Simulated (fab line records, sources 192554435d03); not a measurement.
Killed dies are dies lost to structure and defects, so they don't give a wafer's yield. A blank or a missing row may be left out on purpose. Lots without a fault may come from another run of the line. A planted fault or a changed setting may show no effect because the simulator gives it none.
fab line records | flow n5_finfet
record lots=5 wafers=15 last_day=17
route steps=1938 shown BEOL_M2@897
lots that met no fault: from a run of the same line without faults
start_h: hours from the record's first day to the start of the lot's first wafer shown | wait_h: hours since the lot's step before | " the same as in the row above | L1.1+2: a row that stands for several wafers | - no value, or no start given | * or withheld: withheld | < > ~ a bound
route shown NAME@n: a module of which the file shows steps, and the number in the route of the first | usual: mean/standard deviation of fault-free wafers | same: alike in all rows | chamber/n: place in a boat | sites: the reading at each site | _std_site: their standard deviation | _edge_site: outer sites' mean less inner sites' | radius_mm: how far each site lies from the wafer's centre | mask NAME#n: copy n | behind: the tool/chamber that last shaped the wafer | hold: why the lot was held/for how many hours/how that ended | device: the transistor (n, p or np) that didn't switch | end of line: the same wafers' tests at the end of the route | a step without rows: its recipe alone | killed: dies lost to structure and defects at the first sort, not the wafer's yield | map: a wafer's dies, x killed, . not, _ none there
set.NAME: the setting as run; set.NAME@STEP: as run at that earlier step | model.NAME: the simulator's own value behind a step, which no gauge read
lots at some steps of the route; a table a step, a row a wafer
services: from which hour (start_h, from the record's first day; less than 0 if before it) a tool's chamber was out of use, for how many hours, and why
## steps
# step N5_BEOL_M2_SRD_43
# recipe time_s=30 temp_c=23 rinse_liquid=diw dry=ipa_marangoni
# columns lot.wafer tool chamber start_h wait_h
L075.1+2+6 wet_bench-05 1,0,6 143.10 0.0
L081.2+5+6 wet_bench-05 6,7,1 178.61 0.0
L082.1+5+6 wet_bench-02 0,7,2 190.26 0.0
L085.1+5+6 wet_bench-05 6,0,4 201.72 0.0
L095.1+2+3 wet_bench-02 6,4,7 267.94 0.0
# step N5_BEOL_M2_CD_MEAS_35
# recipe target_cd_nm=18 target_cd_y_nm=22.2 polarity=opening
# usual cd_nm=18.0/0.3
# columns lot.wafer tool chamber start_h wait_h cd_nm
L075.1 cd_sem-02 - 143.14 0.0 17.9
L075.2 " - " " 18.7
L075.6 " - " " 18.6
L081.2 cd_sem-03 - 178.66 0.0 17.9
L081.5 " - " " 18.0
L081.6 " - " " 18.1
L082.1 cd_sem-03 - 190.30 0.0 18.1
L082.5 " - " " 17.4
L082.6 " - " " 18.4
L085.1 cd_sem-02 - 201.76 0.0 17.5
L085.5 " - " " 17.4
L085.6 " - " " 17.3
L095.1 cd_sem-02 - 267.98 0.0 17.9
L095.2 " - " " 17.7
L095.3 " - " " 18.1
# step N5_BEOL_M2_DEGAS_44
# recipe ambient=vacuum temp_c=250 time_s=60
# usual heater_power_w=359/46
# columns lot.wafer tool chamber start_h wait_h heater_power_w
L075.1 pvd_sputter-01 - 143.55 0.4 359
L075.2 " - " " 332
L075.6 " - " " 364
L081.2 pvd_sputter-01 - 178.70 0.0 318
L081.5 " - " " 370
L081.6 " - " " 323
L082.1 pvd_sputter-02 - 190.71 0.4 282
L082.5 " - " " 274
L082.6 " - " " 328
L085.1 pvd_sputter-03 - 202.16 0.4 352
L085.5 " - " " 354
L085.6 " - " " 396
L095.1 pvd_sputter-01 - 268.15 0.2 327
L095.2 " - " " 339
L095.3 " - " " 378
# step N5_BEOL_M2_PRE_CLEAN_45
# recipe gas=H2/He time_s=30 temp_c=250
# usual heater_power_w=360/45
# columns lot.wafer tool chamber start_h wait_h heater_power_w
L075.1 pvd_sputter-01 - 143.59 0.0 372
L075.2 " - " " 341
L075.6 " - " " 368
L081.2 pvd_sputter-01 - 178.74 0.0 328
L081.5 " - " " 363
L081.6 " - " " 331
L082.1 pvd_sputter-02 - 190.75 0.0 276
L082.5 " - " " 287
L082.6 " - " " 327
L085.1 pvd_sputter-03 - 202.20 0.0 354
L085.5 " - " " 348
L085.6 " - " " 411
L095.1 pvd_sputter-01 - 268.19 0.0 318
L095.2 " - " " 342
L095.3 " - " " 359
# step N5_BEOL_M2_ALD_84
# recipe material=TaN target_thk_a=* temp_c=275 ald_precursor_family=PDMAT ald_co_reactant=NH3 pressure_torr=3 carrier_flow_sccm=1500 pulse_time_s=2 purge_time_s=3 co_reactant_purge_time_s=2 co_reactant_pulse_time_s=3 ald_cycles=30 precursor_vessel_temp_c=75 precursor_vessel_pressure_torr=26.25 precursor_vessel_carrier_sccm=1000
# usual chamber_pressure_Torr=3.000/0.0073 heater_power_w=435/56
# same ald_cycles=30 co_reactant_purge_time_s=2 pulse_time_s=2
# columns lot.wafer tool chamber start_h wait_h chamber_pressure_Torr heater_power_w since_wet_clean_h
L075.1 ald_metal-02 3 143.67 0.1 3.008 525 5960
L075.2 " 1 " " 3.006 427 5960
L075.6 " 1 " " 2.998 423 -
L081.2 ald_metal-02 2 178.81 0.0 2.990 504 5996
L081.5 " 0 " " 3.001 401 -
L081.6 " 1 " " 3.006 430 -
L082.1 ald_metal-04 3 190.82 0.1 2.983 419 2931
L082.5 " 1 " " 2.994 355 -
L082.6 " 0 " " 2.988 330 -
L085.1 ald_metal-02 3 202.41 0.2 2.998 519 6019
L085.5 " 2 " " 3.010 504 -
L085.6 " 3 " " 2.999 520 -
L095.1 ald_metal-04 1 268.25 0.0 3.010 359 3008
L095.2 " 0 " " 3.008 338 3008
L095.3 " 3 " " 2.995 428 3008
# step N5_BEOL_M2_SURFACE_TREAT_85
# recipe gas=Ar time_s=* ion_energy_ev=* ion_current_ma_cm2=0.5 pressure_mtorr=* ar_flow_sccm=30
# usual pressure_mtorr=* throttle_valve_pct=*
# columns lot.wafer tool chamber start_h wait_h pressure_mtorr throttle_valve_pct
L075.1 pvd_sputter-03 - 143.93 0.1 * *
L075.2 " - " " * *
L075.6 " - " " * *
L081.2 pvd_sputter-01 - 179.08 0.2 * *
L081.5 " - " " * *
L081.6 " - " " * *
L082.1 pvd_sputter-03 - 191.05 0.1 * *
L082.5 " - " " * *
L082.6 " - " " * *
L085.1 pvd_sputter-03 - 202.64 0.1 * *
L085.5 " - " " * *
L085.6 " - " " * *
L095.1 pvd_sputter-02 - 268.48 0.1 * *
L095.2 " - " " * *
L095.3 " - " " * *
# step N5_BEOL_M2_CVD_47
# recipe material=Co target_thk_a=30 temp_c=withheld precursor=CCTBA/H2 pressure_torr=30 time_s=223.8
# usual chamber_pressure_Torr=30.00/0.067
# columns lot.wafer tool chamber start_h wait_h chamber_pressure_Torr since_wet_clean_h
L075.1 cvd_co-02 0 143.99 0.0 30.00 685
L075.2 " 1 " " 29.91 1123
L075.6 " 0 " " 30.07 -
L081.2 cvd_co-02 1 179.37 0.3 29.98 1158
L081.5 " 1 " " 29.91 -
L081.6 " 0 " " 30.02 -
L082.1 cvd_co-01 0 191.25 0.2 30.05 951
L082.5 " 2 " " 29.99 -
L082.6 " 1 " " 30.02 -
L085.1 cvd_co-01 2 202.70 0.0 30.03 464
L085.5 " 0 " " 29.92 -
L085.6 " 2 " " 30.05 -
L095.1 cvd_co-02 1 268.55 0.0 30.06 1247
L095.2 " 0 " " 29.99 810
L095.3 " 2 " " 29.87 351
# step N5_BEOL_M2_SPUTTER_48
# recipe material=Cu target_thk_a=45 temp_c=-20 chamber_pressure_pa=0.07 power_w=withheld time_s=8.29
# usual chuck_sensor_temp_C=-16.2/0.49 throttle_valve_pct=29.9/0.6
# columns lot.wafer tool chamber start_h wait_h chuck_sensor_temp_C throttle_valve_pct
L075.1 pvd_sputter-03 - 145.81 1.8 -16.3 29.7
L075.2 " - " " -15.1 30.2
L075.6 " - " " -15.3 30.5
L081.2 pvd_sputter-03 - 180.52 1.1 -16.9 28.9
L081.5 " - " " -16.7 29.3
L081.6 " - " " -15.0 30.2
L082.1 pvd_sputter-02 - 191.49 0.2 -16.2 29.6
L082.5 " - " " -16.2 29.2
L082.6 " - " " -15.9 30.5
L085.1 pvd_sputter-02 - 202.86 0.1 -16.7 29.2
L085.5 " - " " -15.7 30.3
L085.6 " - " " -16.2 29.2
L095.1 pvd_sputter-03 - 268.71 0.1 -17.0 29.0
L095.2 " - " " -16.3 30.0
L095.3 " - " " -15.8 29.6
# step N5_BEOL_M2_ANNEAL_49
# recipe temp_c=400 time_s=240 ambient=vacuum
# usual heater_power_w=875/120
# columns lot.wafer tool chamber start_h wait_h heater_power_w
L075.1 pvd_sputter-03 - 145.89 0.0 887
L075.2 " - " " 1189
L075.6 " - " " 1161
L081.2 pvd_sputter-03 - 180.60 0.0 801
L081.5 " - " " 809
L081.6 " - " " 1205
L082.1 pvd_sputter-02 - 191.57 0.0 811
L082.5 " - " " 820
L082.6 " - " " 724
L085.1 pvd_sputter-02 - 202.94 0.0 851
L085.5 " - " " 716
L085.6 " - " " 824
L095.1 pvd_sputter-03 - 268.79 0.0 787
L095.2 " - " " 862
L095.3 " - " " 983
# step N5_BEOL_M2_SPUTTER_79
# recipe material=Cu target_thk_a=45 temp_c=-20 chamber_pressure_pa=0.07 power_w=withheld time_s=8.29
# usual chuck_sensor_temp_C=-16.2/0.48 throttle_valve_pct=29.9/0.61
# columns lot.wafer tool chamber start_h wait_h chuck_sensor_temp_C throttle_valve_pct
L075.1 pvd_sputter-03 - 146.03 0.1 -16.2 29.7
L075.2 " - " " -15.3 30.4
L075.6 " - " " -15.1 30.5
L081.2 pvd_sputter-03 - 180.74 0.1 -16.9 29.0
L081.5 " - " " -16.8 29.1
L081.6 " - " " -15.3 30.2
L082.1 pvd_sputter-02 - 191.71 0.1 -16.5 29.3
L082.5 " - " " -16.5 29.1
L082.6 " - " " -16.0 30.5
L085.1 pvd_sputter-02 - 203.08 0.1 -16.8 29.4
L085.5 " - " " -15.6 30.3
L085.6 " - " " -16.3 29.2
L095.1 pvd_sputter-03 - 268.93 0.1 -16.9 28.9
L095.2 " - " " -16.4 29.4
L095.3 " - " " -15.7 29.5
# step N5_BEOL_M2_ANNEAL_80
# recipe temp_c=400 time_s=240 ambient=vacuum
# usual heater_power_w=874/120
# columns lot.wafer tool chamber start_h wait_h heater_power_w
L075.1 pvd_sputter-03 - 146.11 0.0 873
L075.2 " - " " 1188
L075.6 " - " " 1222
L081.2 pvd_sputter-03 - 180.82 0.0 785
L081.5 " - " " 796
L081.6 " - " " 1190
L082.1 pvd_sputter-02 - 191.79 0.0 813
L082.5 " - " " 814
L082.6 " - " " 716
L085.1 pvd_sputter-02 - 203.16 0.0 849
L085.5 " - " " 700
L085.6 " - " " 819
L095.1 pvd_sputter-03 - 269.01 0.0 809
L095.2 " - " " 875
L095.3 " - " " 997
# step N5_BEOL_M2_SPUTTER_81
# recipe material=Cu target_thk_a=45 temp_c=-20 chamber_pressure_pa=0.07 power_w=withheld time_s=8.29
# usual chuck_sensor_temp_C=-16.2/0.48 throttle_valve_pct=29.9/0.64
# columns lot.wafer tool chamber start_h wait_h chuck_sensor_temp_C throttle_valve_pct
L075.1 pvd_sputter-03 - 146.25 0.1 -16.2 29.5
L075.2 " - " " -15.2 30.4
L075.6 " - " " -15.3 30.7
L081.2 pvd_sputter-03 - 180.96 0.1 -16.9 28.9
L081.5 " - " " -16.9 29.0
L081.6 " - " " -15.2 30.2
L082.1 pvd_sputter-02 - 191.93 0.1 -16.4 29.2
L082.5 " - " " -16.3 29.1
L082.6 " - " " -15.8 30.8
L085.1 pvd_sputter-02 - 203.30 0.1 -16.8 29.3
L085.5 " - " " -15.9 30.5
L085.6 " - " " -16.2 29.4
L095.1 pvd_sputter-03 - 269.15 0.1 -16.9 29.0
L095.2 " - " " -16.3 29.9
L095.3 " - " " -15.7 29.3
# step N5_BEOL_M2_ANNEAL_82
# recipe temp_c=400 time_s=240 ambient=vacuum
# usual heater_power_w=872/120
# columns lot.wafer tool chamber start_h wait_h heater_power_w
L075.1 pvd_sputter-03 - 146.33 0.0 866
L075.2 " - " " 1173
L075.6 " - " " 1204
L081.2 pvd_sputter-03 - 181.04 0.0 796
L081.5 " - " " 763
L081.6 " - " " 1182
L082.1 pvd_sputter-02 - 192.01 0.0 817
L082.5 " - " " 818
L082.6 " - " " 718
L085.1 pvd_sputter-02 - 203.38 0.0 832
L085.5 " - " " 701
L085.6 " - " " 814
L095.1 pvd_sputter-03 - 269.23 0.0 795
L095.2 " - " " 869
L095.3 " - " " 980
# step N5_BEOL_M2_SPUTTER_86
# recipe material=Cu target_thk_a=45 temp_c=-20 chamber_pressure_pa=0.07 power_w=withheld time_s=8.29
# usual chuck_sensor_temp_C=-16.2/0.49 throttle_valve_pct=29.8/0.64
# columns lot.wafer tool chamber start_h wait_h chuck_sensor_temp_C throttle_valve_pct
L075.1 pvd_sputter-03 - 146.47 0.1 -16.3 29.7
L075.2 " - " " -15.1 30.3
L075.6 " - " " -15.1 30.3
L081.2 pvd_sputter-03 - 181.18 0.1 -16.7 28.8
L081.5 " - " " -16.7 29.0
L081.6 " - " " -15.1 30.4
L082.1 pvd_sputter-02 - 192.15 0.1 -16.4 29.3
L082.5 " - " " -16.4 29.1
L082.6 " - " " -16.0 30.4
L085.1 pvd_sputter-02 - 203.52 0.1 -16.9 29.0
L085.5 " - " " -15.9 30.4
L085.6 " - " " -16.4 29.1
L095.1 pvd_sputter-03 - 269.37 0.1 -16.7 28.8
L095.2 " - " " -16.2 29.7
L095.3 " - " " -15.7 29.5
# step N5_BEOL_M2_ANNEAL_87
# recipe temp_c=400 time_s=240 ambient=vacuum
# usual heater_power_w=871/120
# columns lot.wafer tool chamber start_h wait_h heater_power_w
L075.1 pvd_sputter-03 - 146.55 0.0 847
L075.2 " - " " 1199
L075.6 " - " " 1132
L081.2 pvd_sputter-03 - 181.26 0.0 785
L081.5 " - " " 768
L081.6 " - " " 1204
L082.1 pvd_sputter-02 - 192.23 0.0 807
L082.5 " - " " 799
L082.6 " - " " 692
L085.1 pvd_sputter-02 - 203.60 0.0 842
L085.5 " - " " 716
L085.6 " - " " 787
L095.1 pvd_sputter-03 - 269.45 0.0 783
L095.2 " - " " 890
L095.3 " - " " 985
# step N5_BEOL_M2_SPUTTER_88
# recipe material=Cu target_thk_a=45 temp_c=-20 chamber_pressure_pa=0.07 power_w=withheld time_s=8.29
# usual chuck_sensor_temp_C=-16.2/0.48 throttle_valve_pct=29.9/0.64
# columns lot.wafer tool chamber start_h wait_h chuck_sensor_temp_C throttle_valve_pct
L075.1 pvd_sputter-03 - 146.69 0.1 -16.1 30.0
L075.2 " - " " -15.2 30.3
L075.6 " - " " -15.4 30.3
L081.2 pvd_sputter-03 - 181.40 0.1 -16.8 28.8
L081.5 " - " " -17.0 28.8
L081.6 " - " " -15.3 30.2
L082.1 pvd_sputter-02 - 192.37 0.1 -16.2 29.3
L082.5 " - " " -16.5 29.5
L082.6 " - " " -16.0 30.8
L085.1 pvd_sputter-02 - 203.74 0.1 -16.9 29.4
L085.5 " - " " -16.0 30.2
L085.6 " - " " -16.3 29.1
L095.1 pvd_sputter-03 - 269.59 0.1 -16.9 28.9
L095.2 " - " " -16.3 29.7
L095.3 " - " " -15.7 29.3
# step N5_BEOL_M2_ANNEAL_89
# recipe temp_c=400 time_s=240 ambient=vacuum
# usual heater_power_w=872/120
# columns lot.wafer tool chamber start_h wait_h heater_power_w
L075.1 pvd_sputter-03 - 146.77 0.0 873
L075.2 " - " " 1170
L075.6 " - " " 1163
L081.2 pvd_sputter-03 - 181.48 0.0 783
L081.5 " - " " 804
L081.6 " - " " 1168
L082.1 pvd_sputter-02 - 192.45 0.0 789
L082.5 " - " " 795
L082.6 " - " " 696
L085.1 pvd_sputter-02 - 203.82 0.0 871
L085.5 " - " " 710
L085.6 " - " " 819
L095.1 pvd_sputter-03 - 269.67 0.0 798
L095.2 " - " " 865
L095.3 " - " " 939
# step N5_BEOL_M2_SPUTTER_90
# recipe material=Cu target_thk_a=45 temp_c=-20 chamber_pressure_pa=0.07 power_w=withheld time_s=8.29
# usual chuck_sensor_temp_C=-16.2/0.49 throttle_valve_pct=29.8/0.62
# columns lot.wafer tool chamber start_h wait_h chuck_sensor_temp_C throttle_valve_pct
L075.1 pvd_sputter-03 - 146.91 0.1 -16.4 29.9
L075.2 " - " " -15.1 30.3
L075.6 " - " " -15.3 30.4
L081.2 pvd_sputter-03 - 181.62 0.1 -16.9 29.0
L081.5 " - " " -16.9 29.1
L081.6 " - " " -15.3 30.3
L082.1 pvd_sputter-02 - 192.59 0.1 -16.2 29.2
L082.5 " - " " -16.2 29.3
L082.6 " - " " -15.9 30.8
L085.1 pvd_sputter-02 - 203.96 0.1 -17.0 29.0
L085.5 " - " " -16.0 30.4
L085.6 " - " " -16.5 29.2
L095.1 pvd_sputter-03 - 269.81 0.1 -16.7 28.9
L095.2 " - " " -16.3 29.7
L095.3 " - " " -15.8 29.6
# step N5_BEOL_M2_ANNEAL_91
# recipe temp_c=400 time_s=240 ambient=vacuum
# usual heater_power_w=871/120
# columns lot.wafer tool chamber start_h wait_h heater_power_w
L075.1 pvd_sputter-03 - 146.99 0.0 896
L075.2 " - " " 1186
L075.6 " - " " 1202
L081.2 pvd_sputter-03 - 181.70 0.0 833
L081.5 " - " " 784
L081.6 " - " " 1207
L082.1 pvd_sputter-02 - 192.67 0.0 808
L082.5 " - " " 836
L082.6 " - " " 707
L085.1 pvd_sputter-02 - 204.04 0.0 849
L085.5 " - " " 705
L085.6 " - " " 815
L095.1 pvd_sputter-03 - 269.89 0.0 774
L095.2 " - " " 862
L095.3 " - " " 964
# step N5_BEOL_M2_SPUTTER_92
# recipe material=Cu target_thk_a=45 temp_c=-20 chamber_pressure_pa=0.07 power_w=withheld time_s=8.29
# usual chuck_sensor_temp_C=-16.2/0.49 throttle_valve_pct=29.8/0.62
# columns lot.wafer tool chamber start_h wait_h chuck_sensor_temp_C throttle_valve_pct
L075.1 pvd_sputter-03 - 147.13 0.1 -16.4 30.0
L075.2 " - " " -15.1 30.2
L075.6 " - " " -15.1 30.2
L081.2 pvd_sputter-03 - 181.84 0.1 -16.7 28.9
L081.5 " - " " -16.9 29.1
L081.6 " - " " -15.2 30.1
L082.1 pvd_sputter-02 - 192.81 0.1 -16.4 29.3
L082.5 " - " " -16.3 29.0
L082.6 " - " " -16.0 30.6
L085.1 pvd_sputter-02 - 204.18 0.1 -16.8 29.4
L085.5 " - " " -16.0 30.4
L085.6 " - " " -16.2 29.1
L095.1 pvd_sputter-03 - 270.03 0.1 -16.8 28.9
L095.2 " - " " -16.2 29.7
L095.3 " - " " -15.9 29.4
# step N5_BEOL_M2_ANNEAL_93
# recipe temp_c=400 time_s=240 ambient=vacuum
# usual heater_power_w=873/120
# columns lot.wafer tool chamber start_h wait_h heater_power_w
L075.1 pvd_sputter-03 - 147.21 0.0 859
L075.2 " - " " 1180
L075.6 " - " " 1246
L081.2 pvd_sputter-03 - 181.92 0.0 772
L081.5 " - " " 794
L081.6 " - " " 1212
L082.1 pvd_sputter-02 - 192.89 0.0 813
L082.5 " - " " 822
L082.6 " - " " 698
L085.1 pvd_sputter-02 - 204.26 0.0 869
L085.5 " - " " 701
L085.6 " - " " 835
L095.1 pvd_sputter-03 - 270.11 0.0 787
L095.2 " - " " 886
L095.3 " - " " 1003
# step N5_BEOL_M2_SPUTTER_94
# recipe material=Cu target_thk_a=45 temp_c=-20 chamber_pressure_pa=0.07 power_w=withheld time_s=8.29
# usual chuck_sensor_temp_C=-16.2/0.48 throttle_valve_pct=29.8/0.62
# columns lot.wafer tool chamber start_h wait_h chuck_sensor_temp_C throttle_valve_pct
L075.1 pvd_sputter-03 - 147.35 0.1 -16.3 29.7
L075.2 " - " " -15.1 30.3
L075.6 " - " " -15.1 30.3
L081.2 pvd_sputter-03 - 182.06 0.1 -16.8 29.0
L081.5 " - " " -16.9 29.0
L081.6 " - " " -15.2 30.1
L082.1 pvd_sputter-02 - 193.03 0.1 -16.3 29.3
L082.5 " - " " -16.3 29.3
L082.6 " - " " -16.1 30.3
L085.1 pvd_sputter-02 - 204.40 0.1 -16.9 29.2
L085.5 " - " " -15.8 30.7
L085.6 " - " " -16.3 29.3
L095.1 pvd_sputter-03 - 270.25 0.1 -16.9 29.0
L095.2 " - " " -16.3 29.9
L095.3 " - " " -15.6 29.4
# step N5_BEOL_M2_ANNEAL_95
# recipe temp_c=400 time_s=240 ambient=vacuum
# usual heater_power_w=871/120
# columns lot.wafer tool chamber start_h wait_h heater_power_w
L075.1 pvd_sputter-03 - 147.43 0.0 863
L075.2 " - " " 1175
L075.6 " - " " 1162
L081.2 pvd_sputter-03 - 182.14 0.0 804
L081.5 " - " " 788
L081.6 " - " " 1186
L082.1 pvd_sputter-02 - 193.11 0.0 832
L082.5 " - " " 790
L082.6 " - " " 719
L085.1 pvd_sputter-02 - 204.48 0.0 861
L085.5 " - " " 707
L085.6 " - " " 803
L095.1 pvd_sputter-03 - 270.33 0.0 773
L095.2 " - " " 896
L095.3 " - " " 981
# step N5_BEOL_M2_SPUTTER_96
# recipe material=Cu target_thk_a=45 temp_c=-20 chamber_pressure_pa=0.07 power_w=withheld time_s=8.29
# usual chuck_sensor_temp_C=-16.2/0.48 throttle_valve_pct=29.8/0.63
# columns lot.wafer tool chamber start_h wait_h chuck_sensor_temp_C throttle_valve_pct
L075.1 pvd_sputter-03 - 147.57 0.1 -16.0 29.6
L075.2 " - " " -15.2 30.8
L075.6 " - " " -15.4 30.2
L081.2 pvd_sputter-03 - 182.28 0.1 -16.9 29.0
L081.5 " - " " -16.9 28.9
L081.6 " - " " -15.2 30.4
L082.1 pvd_sputter-02 - 193.25 0.1 -16.4 29.1
L082.5 " - " " -16.4 29.2
L082.6 " - " " -15.7 30.8
L085.1 pvd_sputter-02 - 204.62 0.1 -16.6 29.2
L085.5 " - " " -15.9 30.5
L085.6 " - " " -16.5 29.6
L095.1 pvd_sputter-03 - 270.47 0.1 -16.9 29.0
L095.2 " - " " -16.4 29.6
L095.3 " - " " -15.7 29.4
# step N5_BEOL_M2_ECD_50
# recipe material=Cu target_thk_a=3000
# columns lot.wafer tool chamber start_h wait_h
L075.1+2+6 ecd_cu-01 0,1,0 147.68 0.1
L081.2+5+6 ecd_cu-02 0,0,1 182.40 0.1
L082.1+5+6 ecd_cu-01 1,1,0 193.36 0.1
L085.1+5+6 ecd_cu-02 1,0,1 204.74 0.1
L095.1+2+3 ecd_cu-01 0,1,0 270.58 0.1
# step N5_BEOL_M2_ANNEAL_51
# recipe temp_c=225 time_s=90 ambient=N2
# usual wafer_temp_C_max=226.13/0.29
# columns lot.wafer tool chamber start_h wait_h wafer_temp_C_max
L075.1 rtp_anneal-01 0 147.76 0.1 225.90
L075.2 " 0 " " 226.40
L075.6 " 0 " " 225.74
L081.2 rtp_anneal-01 0 182.64 0.2 226.06
L081.5 " 0 " " 225.78
L081.6 " 0 " " 225.85
L082.1 rtp_anneal-01 0 193.44 0.1 226.06
L082.5 " 0 " " 226.06
L082.6 " 0 " " 225.65
L085.1 rtp_anneal-02 0 204.81 0.1 226.21
L085.5 " 0 " " 226.24
L085.6 " 0 " " 226.22
L095.1 rtp_anneal-01 0 270.66 0.1 225.85
L095.2 " 0 " " 226.12
L095.3 " 0 " " 225.78
# step N5_BEOL_M2_CMP_52
# recipe stop_on=SiOC t_overpolish_s=6.8 down_force_psi=1 platen_rpm=50 clearing_platen_down_force_psi=1.5 clearing_platen_rpm=50 post_cmp_clean=cu_alkaline target_thk_nm=40 clearing_platen_pad_velocity_m_s=0.99484 pad_velocity_m_s=0.99484
# usual barrier_field_endpoint_s=24.6/0.63 motor_current_A=6.1/0.49 overpolish_run_s=6.801/0.0092 time_to_endpoint_s=62/3.5
# columns lot.wafer tool chamber start_h wait_h barrier_field_endpoint_s motor_current_A overpolish_run_s time_to_endpoint_s
L075.2 cmp-04 3 148.06 0.2 24.2 6.0 6.794 62
L075.1 " 1 " " 23.7 6.7 6.798 57
L075.6 " 0 " " 23.7 5.7 6.804 56
L081.2 cmp-03 2 182.90 0.2 25.6 5.9 6.782 69
L081.6 " 2 " " 25.4 6.0 6.799 66
L081.5 " 3 " " 25.3 6.0 6.802 65
L082.1 cmp-03 3 193.78 0.3 24.3 6.0 6.803 63
L082.5 " 2 " " 25.0 6.3 6.800 67
L082.6 " 3 " " 25.1 5.7 6.804 64
L085.1 cmp-04 3 205.22 0.4 23.4 6.2 6.802 60
L085.5 " 0 " " 24.2 5.9 6.800 60
L085.6 " 1 " " 23.8 6.9 6.791 59
L095.2 cmp-03 0 270.96 0.2 24.6 6.5 6.803 62
L095.3 " 1 " " 24.0 7.2 6.799 60
L095.1 " 2 " " 24.2 5.5 6.795 65
# step N5_BEOL_M2_THK_MEAS_53
# recipe thk_meas_gauge=xrf reads=Cu_of_BEOL_M2_ECD_50
# usual M2_THK=40.2/1.2
# columns lot.wafer tool chamber start_h wait_h M2_THK[nm]
L075.1 film_metro-01 - 148.35 - 38.6
L075.2 " - " " 38.5
L075.6 " - " " 40.0
L081.2 film_metro-02 - 183.19 - 41.0
L081.5 " - " " 40.7
L081.6 " - " " 40.4
L082.1 film_metro-01 - 194.04 - 41.4
L082.5 " - " " 42.2
L082.6 " - " " 41.5
L085.1 film_metro-02 - 205.41 - 39.9
L085.5 " - " " 40.4
L085.6 " - " " 39.9
L095.1 film_metro-01 - 271.25 - 41.1
L095.2 " - " " 39.4
L095.3 " - " " 40.0
# step N5_BEOL_M2_PRE_CLEAN_60
# recipe gas=NH3/H2 time_s=15 temp_c=* rf_power_w=300
# usual heater_power_w=78/15
# columns lot.wafer tool chamber start_h wait_h heater_power_w since_wet_clean_h
L075.1 cvd_co-01 2 148.42 0.1 65 410
L075.2 " 0 " " 78 908
L075.6 " 1 " " 58 -
L081.2 cvd_co-02 2 183.23 0.0 93 265
L081.5 " 2 " " 94 -
L081.6 " 1 " " 105 -
L082.1 cvd_co-01 2 194.07 0.0 67 455
L082.5 " 2 " " 68 -
L082.6 " 1 " " 58 -
L085.1 cvd_co-01 0 205.44 0.0 79 965
L085.5 " 0 " " 77 -
L085.6 " 2 " " 66 -
L095.1 cvd_co-01 1 271.29 0.0 61 135
L095.2 " 2 " " 65 532
L095.3 " 1 " " 61 -
# step N5_BEOL_M2_CO_CAP_55
# recipe material=Co target_thk_a=20 temp_c=200 precursor=CCTBA/H2 pressure_torr=30 time_s=102.1
# usual chamber_pressure_Torr=30.01/0.063 heater_power_w=227/19
# columns lot.wafer tool chamber start_h wait_h chamber_pressure_Torr heater_power_w since_wet_clean_h
L075.1 cvd_co-01 2 148.46 0.0 29.95 208 410
L075.2 " 0 " " 29.90 229 908
L075.6 " 1 " " 30.08 204 -
L081.2 cvd_co-02 2 183.27 0.0 30.08 240 265
L081.5 " 2 " " 30.01 238 -
L081.6 " 1 " " 30.02 260 -
L082.1 cvd_co-01 2 194.11 0.0 29.94 210 455
L082.5 " 2 " " 29.97 213 -
L082.6 " 1 " " 29.98 208 -
L085.1 cvd_co-01 0 205.48 0.0 30.00 233 965
L085.5 " 0 " " 30.08 227 -
L085.6 " 2 " " 29.97 211 -
L095.1 cvd_co-01 1 271.35 0.0 29.94 204 135
L095.2 " 2 " " 30.11 211 533
L095.3 " 1 " " 29.96 217 -
# step N5_BEOL_M2_PRE_CLEAN_56
# recipe gas=NH3 time_s=15 temp_c=withheld rf_power_w=300
# columns lot.wafer tool chamber start_h wait_h since_wet_clean_h
L075.1 pecvd-04 2 148.56 0.1 461
L075.2 " 1 " " 1940
L075.6 " 1 " " -
L081.2 pecvd-03 0 183.36 0.1 706
L081.5 " 0 " " -
L081.6 " 1 " " -
L082.1 pecvd-03 0 194.20 0.1 717
L082.5 " 2 " " -
L082.6 " 1 " " -
L085.1 pecvd-02 1 205.57 0.1 1634
L085.5 " 1 " " -
L085.6 " 2 " " -
L095.1 pecvd-03 1 271.48 0.1 1519
L095.2 " 0 " " 794
L095.3 " 2 " " 28
# step N5_BEOL_M2_DEP_57
# recipe material=SiCN target_thk_a=80 temp_c=withheld precursor=3MS/NH3 pressure_torr=3 rf_w=202 time_s=14
# usual chamber_pressure_Torr=3.001/0.0071 showerhead_plenum_p_Torr=3.669/0.012 throttle_valve_pct=8.9/0.42
# columns lot.wafer tool chamber start_h wait_h chamber_pressure_Torr showerhead_plenum_p_Torr since_wet_clean_h throttle_valve_pct
L075.1 pecvd-04 2 148.59 0.0 3.003 3.660 461 8.3
L075.2 " 1 " " 3.006 3.649 1940 9.6
L075.6 " 1 " " 2.989 3.651 - 9.4
L081.2 pecvd-03 0 183.40 0.0 3.017 3.669 706 9.3
L081.5 " 0 " " 3.012 3.667 - 9.3
L081.6 " 1 " " 3.009 3.672 - 9.3
L082.1 pecvd-03 0 194.23 0.0 2.997 3.672 717 9.2
L082.5 " 2 " " 3.013 3.681 - 8.7
L082.6 " 1 " " 2.995 3.673 - 8.9
L085.1 pecvd-02 1 205.60 0.0 3.001 3.689 1634 9.2
L085.5 " 1 " " 3.003 3.690 - 8.8
L085.6 " 2 " " 3.002 3.647 - 8.1
L095.1 pecvd-03 1 271.50 0.0 2.995 3.674 1519 8.9
L095.2 " 0 " " 2.982 3.682 794 9.3
L095.3 " 2 " " 2.993 3.668 28 8.4
## services
# columns tool chamber start_h hours kind
pecvd-04 0 119.41 85.6 repair
pvd_sputter-01 - 120.55 3.7 repair
ald_metal-04 0 129.40 5.1 repair
cvd_co-02 - 129.60 6.9 pm
cmp-04 - 131.65 2.6 repair
wet_bench-02 - 131.98 11.2 repair
pecvd-02 - 134.52 2.8 pm
cmp-03 - 140.44 4.0 pm
cmp-04 - 157.70 1.3 repair
pvd_sputter-01 - 158.45 0.9 repair
ecd_cu-01 - 163.65 5.6 pm
cmp-04 - 169.03 0.3 repair
cmp-04 - 169.93 0.9 repair
ald_metal-04 - 174.30 1.4 repair
ecd_cu-02 - 178.43 2.2 repair
cvd_co-02 - 197.44 6.0 pm
cmp-03 - 206.71 0.7 repair
ald_metal-02 0 227.46 3.2 repair
cmp-03 - 233.03 3.6 repair
pecvd-03 1 239.79 1.8 repair
wet_bench-05 - 239.80 6.3 repair
cvd_co-01 - 250.06 3.7 repair
cmp-03 - 261.61 0.8 repair
cvd_co-01 0 263.60 8.7 repair
## key
fault none
